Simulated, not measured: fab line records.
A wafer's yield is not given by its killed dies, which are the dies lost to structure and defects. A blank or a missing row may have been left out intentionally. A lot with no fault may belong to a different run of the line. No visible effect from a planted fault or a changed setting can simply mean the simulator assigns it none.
Chamber matching    flow nand_harc    4 sister chambers for NHARC_P_M1_CMP_23 on cmp-01
The step polishes, t overpolish 20 s, target thk 157.82 nm. 7 wafers are shown with their chamber, then 12 later ones without.

WAFERS WITH THEIR CHAMBER
wafer   chamber  motor_current_A (A)  time_to_endpoint_s (s)
L083.6  1        11.3                 27.8
L090.4  2        11.3                 30.1
L091.2  3        10.7                 28.8
L091.6  2        11.5                 29.1
L092.1  3        11.2                 28.4
L092.3  0        13.5                 27.3
L092.6  0        12.8                 29.1

WAFERS MISSING THEIR CHAMBER
wafer   motor_current_A (A)  time_to_endpoint_s (s)
L094.1  12.8                 25.1
L094.2  11.3                 28.0
L094.6  10.8                 27.4
L096.3  11.2                 28.3
L096.4  11.4                 29.4
L096.5  11.0                 27.7
L097.1  11.6                 25.5
L097.2  12.0                 26.9
L097.3  13.5                 24.5
L097.4  11.3                 24.7
L097.5  13.4                 26.3
L097.6  10.8                 28.3

WHICH CHAMBER EACH WENT THROUGH
wafer   from the rows above                in truth
L094.1  can't be placed: 0 or 1            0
L094.2  can't be placed: 1 or 3 or 2       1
L094.6  can't be placed: 3 or 1 or 2       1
L096.3  can't be placed: 1 or 3 or 2       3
L096.4  can't be placed: 2 or 3 or 1       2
L096.5  can't be placed: 1 or 3 or 2       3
L097.1  can't be placed: 1 or 3            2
L097.2  can't be placed: 1 or 3 or 0 or 2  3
L097.3  0                                  0
L097.4  can't be placed: 1 or 3            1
L097.5  0                                  0
L097.6  can't be placed: 3 or 1 or 2       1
Correctly placed: 2 of 12. Not placeable from these rows: 10 (in 9, the candidates include the true chamber). Wrongly placed: 0.
How it was worked out, from the rows above alone: a wafer's distance from a chamber is the root of the sum, over the readings, of the square of ((its reading less the chamber's mean) divided by the reading's scatter). The wafer belongs to the nearest chamber; if the next one is less than 2 further off, it can't be placed. For every chamber, the mean is computed from those of its wafers that are shown. The scatter: take each reading less its chamber's mean, square it, sum over the shown wafers, divide by the number of wafers less the number of chambers, and take the root.
